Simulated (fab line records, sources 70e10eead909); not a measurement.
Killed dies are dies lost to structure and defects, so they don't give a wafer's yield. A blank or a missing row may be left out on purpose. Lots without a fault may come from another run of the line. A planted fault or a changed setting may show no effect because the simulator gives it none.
fab line records | flow nand_harc
record lots=13 wafers=39 last_day=31
route steps=1302 shown A_M1@1187 THIN_TSV@1259 END@1302
lots that met no fault: from a run of the same line without faults
start_h: hours from the record's first day to the start of the lot's first wafer shown | wait_h: hours since the lot's step before | " the same as in the row above | L1.1+2: a row that stands for several wafers | - no value, or no start given | * or withheld: withheld | < > ~ a bound
route shown NAME@n: a module of which the file shows steps, and the number in the route of the first | usual: mean/standard deviation of fault-free wafers | same: alike in all rows | chamber/n: place in a boat | sites: the reading at each site | _std_site: their standard deviation | _edge_site: outer sites' mean less inner sites' | radius_mm: how far each site lies from the wafer's centre | mask NAME#n: copy n | behind: the tool/chamber that last shaped the wafer | hold: why the lot was held/for how many hours/how that ended | device: the transistor (n, p or np) that didn't switch | end of line: the same wafers' tests at the end of the route | a step without rows: its recipe alone | killed: dies lost to structure and defects at the first sort, not the wafer's yield | map: a wafer's dies, x killed, . not, _ none there
set.NAME: the setting as run; set.NAME@STEP: as run at that earlier step | model.NAME: the simulator's own value behind a step, which no gauge read
steps of the route over a sample of lots; a table a step, a row a wafer
services: from which hour (start_h, from the record's first day; less than 0 if before it) a tool's chamber was out of use, for how many hours, and why
## steps
# step NHARC_A_M1_ETCH_28
# recipe target_depth_a=300 over_etch_frac=0.3 time_s=72.99 ion_energy_ev=150 cf4_flow_sccm=50 n2_flow_sccm=100 ar_flow_sccm=150 rf_w=300 bias_w=100 chemistry=CF4/N2
# usual cf4_flow_sccm=50.02/0.14 drypump_motor_current_A=5.6/0.39 mfc_ar_sccm=149.9/0.38 oes_product_au=1.001/0.0093 rf_vpp_V=314.5/1.9 showerhead_plenum_p_Torr=2.65/0.1 throttle_valve_pct=19.795/0.0085
# columns lot.wafer tool chamber start_h wait_h cf4_flow_sccm drypump_motor_current_A mfc_ar_sccm oes_product_au rf_hours_counter_h rf_vpp_V showerhead_plenum_p_Torr throttle_valve_pct
L137.3 rie_diel-11 3 - - 50.16 5.7 150.4 0.999 6.2 316.0 2.80 19.801
L137.4 " 1 " " 50.14 4.7 149.6 1.004 5.7 313.3 2.60 19.797
L137.6 " 0 " " 49.86 5.5 149.4 0.992 - 316.0 2.69 19.786
L139.1 rie_diel-10 0 - - 50.07 6.4 150.6 1.002 8.1 316.1 2.71 19.800
L139.3 " 1 " " 50.17 6.0 150.4 0.999 7.3 311.6 2.55 19.797
L139.2 " 2 " " 50.16 5.7 150.2 1.001 6.8 311.7 2.46 19.806
L138.2 rie_diel-12 3 - - 50.18 5.6 149.6 0.989 2.5 316.4 2.77 19.797
L138.4 " 1 " " 50.06 5.6 150.5 0.997 2.4 314.5 2.64 19.794
L138.5 " 2 " " 50.19 5.2 150.7 1.008 - 312.4 2.56 19.812
L140.3 rie_diel-12 0 - - 49.90 5.4 149.7 0.995 2.8 313.7 2.57 19.788
L140.1 " 2 " " 49.91 5.1 149.8 1.017 2.4 313.8 2.56 19.781
L140.2 " 3 " " 49.66 5.6 149.6 0.984 2.7 316.3 2.77 19.792
L142.1 rie_diel-12 2 - - 50.01 5.2 149.9 1.006 3.3 312.9 2.56 19.805
L142.2 " 0 " " 50.35 5.5 149.9 0.994 3.4 313.5 2.57 19.803
L142.5 " 2 " " 50.16 5.1 149.5 1.008 - 312.8 2.56 19.807
L141.2 rie_diel-12 2 - - 50.08 5.2 149.6 1.004 3.3 313.7 2.56 19.785
L141.4 " 3 " " 49.72 5.6 149.1 0.991 3.5 316.2 2.77 19.798
L141.5 " 3 " " 50.08 5.6 149.5 0.988 - 316.7 2.77 19.806
L144.1 rie_diel-12 1 - - 49.81 5.5 149.7 0.984 4.2 315.2 2.64 19.807
L144.2 " 2 " " 49.83 5.2 149.9 1.019 4.1 313.4 2.56 19.797
L144.6 " 1 " " 49.95 5.5 149.9 0.994 - 314.1 2.64 19.793
L145.2 rie_diel-11 3 622.61 - 50.26 5.7 150.6 1.006 0.4 318.3 2.80 19.796
L145.5 " 3 " " 50.25 5.6 150.5 1.015 - 315.8 2.80 19.783
L145.6 " 1 " " 50.01 4.7 150.1 1.007 - 314.6 2.59 19.793
L147.3 rie_diel-11 3 - - 50.21 5.7 149.6 1.005 0.8 318.1 2.80 19.800
L147.6 " 2 " " 50.28 6.1 149.8 0.998 - 317.1 2.78 19.799
L147.5 " 3 " " 49.92 5.7 149.6 1.011 - 315.9 2.80 19.789
L151.1 rie_diel-12 2 - - 50.07 5.2 149.4 1.023 1.3 313.9 2.56 19.802
L151.5 " 3 " " 50.13 5.6 149.5 0.999 - 317.3 2.77 19.796
L151.6 " 0 " " 49.69 5.4 150.4 1.002 - 311.4 2.57 19.797
L152.3 rie_diel-10 1 - - 50.01 6.0 149.6 0.998 4.4 311.6 2.54 19.798
L152.2 " 2 " " 49.88 5.7 149.8 1.015 4.1 311.5 2.45 19.782
L152.6 " 0 " " 50.17 6.4 149.8 1.011 - 314.4 2.71 19.787
L153.4 rie_diel-12 1 - - 50.08 5.5 149.9 0.999 1.8 315.4 2.64 19.793
L153.1 " 2 " " 50.02 5.2 150.1 1.023 2.0 312.8 2.56 19.794
L153.5 " 1 " " 50.16 5.5 150.0 0.993 - 316.3 2.64 19.783
L156.4 rie_diel-12 1 - - 49.93 5.5 149.5 0.994 2.1 315.1 2.64 19.771
L156.2 " 0 " " 49.94 5.4 150.4 0.984 2.3 314.1 2.57 19.794
L156.5 " 1 " " 50.06 5.5 150.5 0.993 - 313.6 2.64 19.796
# step NHARC_A_M1_THK_MEAS_24
# recipe thk_meas_gauge=xrf
# usual thk_nm=154.7/1.4
# columns lot.wafer tool chamber start_h wait_h thk_nm
L137.3 film_metro-02 - 546.39 - 155.2
L137.4 " - " " 150.8
L137.6 " - " " 154.9
L139.1 film_metro-01 - 549.28 - 156.5
L139.2 " - " " 152.0
L139.3 " - " " 153.5
L138.2 film_metro-02 - 552.72 - 153.3
L138.4 " - " " 156.0
L138.5 " - " " 154.9
L140.1 film_metro-02 - 559.96 - 153.9
L140.2 " - " " 154.2
L140.3 " - " " 154.5
L142.1 film_metro-01 - 594.44 - 155.6
L142.2 " - " " 157.3
L142.5 " - " " 156.4
L141.2 film_metro-01 - 596.61 - 157.0
L141.4 " - " " 154.9
L141.5 " - " " 155.3
L144.1 film_metro-01 - 622.33 - 153.0
L144.2 " - " " 156.8
L144.6 " - " " 154.7
L145.2 film_metro-01 - 624.46 - 154.9
L145.5 " - " " 157.0
L145.6 " - " " 155.2
L147.3 film_metro-01 - 627.41 - 155.3
L147.5 " - " " 154.3
L147.6 " - " " 156.2
L151.1 film_metro-02 - 678.91 - 155.5
L151.5 " - " " 156.6
L151.6 " - " " 154.1
L152.2 film_metro-01 - 684.84 - 154.3
L152.3 " - " " 154.2
L152.6 " - " " 154.4
L153.1 film_metro-01 - 699.72 - 153.0
L153.4 " - " " 155.5
L153.5 " - " " 153.3
L156.2 film_metro-02 - 715.81 - 154.4
L156.4 " - " " 155.4
L156.5 " - " " 154.9
# step NHARC_THIN_TSV_CD_MEAS_12
# recipe target_cd_nm=1000 landing_energy_ev=500
# usual cd_nm=1000.5/1.7
# same landing_energy_ev=500
# columns lot.wafer tool chamber start_h wait_h cd_nm
L137.3 cd_sem-03 0 564.57 - 1002.5
L137.4 " 0 " " 1001.5
L137.6 " 0 " " 1001.4
L139.1 cd_sem-01 0 567.85 - 999.3
L139.2 " 0 " " 998.2
L139.3 " 0 " " 998.3
L138.2 cd_sem-03 0 568.94 - 1003.2
L138.4 " 0 " " 1000.5
L138.5 " 0 " " 1000.5
L140.1 cd_sem-01 0 578.55 - 1000.1
L140.2 " 0 " " 999.6
L140.3 " 0 " " 1000.6
L142.1 cd_sem-01 0 611.83 - 999.5
L142.2 " 0 " " 999.6
L142.5 " 0 " " 1003.7
L141.2 cd_sem-01 0 612.91 - 1001.9
L141.4 " 0 " " 1003.3
L141.5 " 0 " " 1002.7
L145.2 cd_sem-01 0 639.12 - 1004.4
L145.5 " 0 " " 1002.2
L145.6 " 0 " " 999.9
L144.1 cd_sem-03 0 640.32 - 999.7
L144.2 " 0 " " 1002.2
L144.6 " 0 " " 999.9
L147.3 cd_sem-01 0 645.54 - 998.0
L147.5 " 0 " " 1001.0
L147.6 " 0 " " 999.5
L151.1 cd_sem-03 0 697.88 - 1002.5
L151.5 " 0 " " 1003.4
L151.6 " 0 " " 999.9
L152.2 cd_sem-01 0 701.78 - 1000.0
L152.3 " 0 " " 999.3
L152.6 " 0 " " 999.4
L153.1 cd_sem-01 0 716.76 - 999.7
L153.4 " 0 " " 1000.1
L153.5 " 0 " " 1002.4
L156.2 cd_sem-03 0 733.64 - 1001.7
L156.4 " 0 " " 999.0
L156.5 " 0 " " 1000.4
# step NHARC_THIN_TSV_DEP_47
# recipe target_thk_a=2000 temp_c=withheld pressure_torr=6.5 rf_w=900 teos_flow_sccm=161.4 flow_sccm=2650 target_thk_nm=200 gas=O2 material=SiO2
# usual throttle_valve_pct=15.8/0.55
# columns lot.wafer tool chamber start_h wait_h throttle_valve_pct
L137.3 pecvd-02 1 566.48 - 15.9
L137.6 " 0 " " 14.8
L137.4 " 1 " " 15.6
L139.1 pecvd-02 2 569.68 - 16.4
L139.2 " 0 " " 14.7
L139.3 " 1 " " 15.8
L138.2 pecvd-02 0 570.88 - 14.6
L138.5 " 2 " " 16.5
L138.4 " 0 " " 15.0
L140.1 pecvd-01 1 580.39 - 16.2
L140.3 " 2 " " 16.2
L140.2 " 0 " " 15.7
L142.2 pecvd-02 0 613.71 - 15.1
L142.1 " 1 " " 15.6
L142.5 " 0 " " 14.5
L141.2 pecvd-02 1 614.79 - 15.3
L141.5 " 0 " " 14.5
L141.4 " 2 " " 16.3
L145.2 pecvd-01 1 640.97 - 16.3
L145.5 " 1 " " 15.9
L145.6 " 0 " " 16.1
L144.1 pecvd-01 1 642.19 - 16.1
L144.2 " 2 " " 16.4
L144.6 " 0 " " 15.8
L147.3 pecvd-02 0 647.61 - 14.6
L147.6 " 1 " " 15.4
L147.5 " 2 " " 16.3
L151.1 pecvd-04 0 699.71 - 15.9
L151.6 " 0 " " 15.5
L151.5 " 1 " " 15.0
L152.3 pecvd-02 2 703.62 - 16.2
L152.2 " 0 " " 15.1
L152.6 " 1 " " 15.7
L153.1 pecvd-02 0 718.59 - 15.0
L153.5 " 0 " " 15.0
L153.4 " 2 " " 16.3
L156.2 pecvd-02 0 735.56 - 14.9
L156.5 " 2 " " 16.2
L156.4 " 0 " " 15.2
# step NHARC_END_SORT_01
# recipe temp_c=25
# usual defect_limited_yield=90/3.4 killed_at_array=62/22 killed_at_other=1.0/1.4 killed_at_periphery=4.2/2.8 killed_dies=67/23 killed_open=3.1/1.7 killed_short=2.1/1.5
# same gross_dies=677
# columns lot.wafer tool chamber start_h wait_h defect_limited_yield[%] killed_at_array killed_at_other killed_at_periphery killed_dies killed_open killed_short
L153.1 prober-01 0 731.63 2.5 82 29 93 2 124 3 2
L153.4 prober-01 0 734.02 3.4 86 20 74 1 95 4 0
L153.5 prober-01 0 734.81 3.7 81 32 95 1 128 4 2
L156.2 prober-02 0 749.44 2.8 77 59 95 4 158 3 1
L156.4 prober-02 0 751.02 3.4 75 65 96 6 167 3 1
L156.5 prober-02 0 751.82 3.7 82 49 71 4 124 2 3
# killed by level:class
L153.1 THIN_TSV:unspecified=93 A_CHANNEL_HOLE_D1:chamber_film_flake=12 A_SLIT:chamber_film_flake=3 P_ZERO_WELL:chamber_film_flake=2 A_CONTACT:chamber_film_flake=2 A_DECK1_JOINT:chamber_film_flake=2 A_CHANNEL_FILL_D2:chamber_film_flake=2 A_ONON_D1:geometric_particle:open=1
L153.4 THIN_TSV:unspecified=74 A_SLIT:chamber_film_flake=6 A_STAIRCASE:chamber_film_flake=3 A_CONTACT:chamber_film_flake=3 A_M0:geometric_particle:open=2 A_CHANNEL_HOLE_D1:chamber_film_flake=2 A_SLIT:geometric_particle:open=1 A_CONTACT:geometric_particle:open=1
L153.5 THIN_TSV:unspecified=95 A_CHANNEL_HOLE_D1:chamber_film_flake=12 A_SLIT:chamber_film_flake=5 A_ZERO_WELL:chamber_film_flake=2 A_CHANNEL_FILL_D1:chamber_film_flake=2 A_STAIRCASE:chamber_film_flake=2 A_SOURCE_PLATE:geometric_particle:open=1 A_ONON_D1:geometric_particle:short=1
L156.2 THIN_TSV:unspecified=92 A_CHANNEL_HOLE_D2:chamber_film_flake=25 A_CONTACT:chamber_film_flake=10 A_CHANNEL_HOLE_D1:chamber_film_flake=8 A_BLC:chamber_film_flake=5 A_STAIRCASE:chamber_film_flake=3 A_SLIT:chamber_film_flake=3 THIN_TSV:chamber_film_flake=3
L156.4 THIN_TSV:unspecified=93 A_CHANNEL_HOLE_D2:chamber_film_flake=32 A_CHANNEL_HOLE_D1:chamber_film_flake=17 P_GATE:chamber_film_flake=4 A_STAIRCASE:chamber_film_flake=3 A_SLIT:chamber_film_flake=3 THIN_TSV:chamber_film_flake=3 A_CHANNEL_FILL_D2:chamber_film_flake=2
L156.5 THIN_TSV:unspecified=70 A_CHANNEL_HOLE_D2:chamber_film_flake=15 A_CHANNEL_HOLE_D1:chamber_film_flake=10 A_SLIT:chamber_film_flake=6 A_CONTACT:chamber_film_flake=4 A_BLC:chamber_film_flake=3 A_WL_FILL:chamber_film_flake=3 P_GATE:chamber_film_flake=2
## services
# columns tool chamber start_h hours kind
pecvd-01 1 520.66 6.6 repair
pecvd-04 1 531.54 3.0 repair
pecvd-01 - 532.98 0.5 repair
pecvd-02 - 589.35 13.0 pm
pecvd-02 0 589.35 13.0 vent_cycle
pecvd-02 1 589.35 13.0 vent_cycle
pecvd-02 2 589.35 13.0 vent_cycle
rie_diel-10 3 593.75 3.2 repair
rie_diel-10 - 596.52 9.0 pm
pecvd-02 0 602.35 - clean
pecvd-02 1 602.35 - clean
pecvd-02 2 602.35 - clean
rie_diel-10 3 609.46 2.4 repair
rie_diel-11 - 609.50 9.0 pm
rie_diel-11 0 619.74 6.2 repair
rie_diel-12 - 622.49 9.0 pm
rie_diel-10 1 623.57 7.8 repair
pecvd-04 - 631.38 13.0 pm
rie_diel-11 - 641.52 1.1 repair
rie_diel-12 0 643.53 8.0 repair
pecvd-01 - 691.12 13.0 pm
rie_diel-11 - 712.77 0.4 repair
pecvd-04 1 720.65 2.9 repair
rie_diel-11 0 722.32 7.2 repair
## key
first_sign step=NHARC_END_SORT_01 reading=killed_at_other direction=up sigmas=61 usual=1.0 struck=87.3
effect step=NHARC_END_SORT_01 reading=defect_limited_yield direction=down sigmas=2.9 usual=90 struck=80
more_kills_born_at NHARC_THIN_TSV_DEP_47@pecvd-02=517
met_at NHARC_THIN_TSV_DEP_47
struck_lots L153,L156
not_acting_at NHARC_A_M1_ETCH_28,NHARC_A_M1_THK_MEAS_24,NHARC_THIN_TSV_CD_MEAS_12
onset_between 703.62 718.59
also_fits time
fault kind=chamber_particle_source tool=pecvd-02 chamber=- onset_h=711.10 steps=NHARC_THIN_TSV_DEP_47 rate_per_visit_cm2=1.3181 end_h=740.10
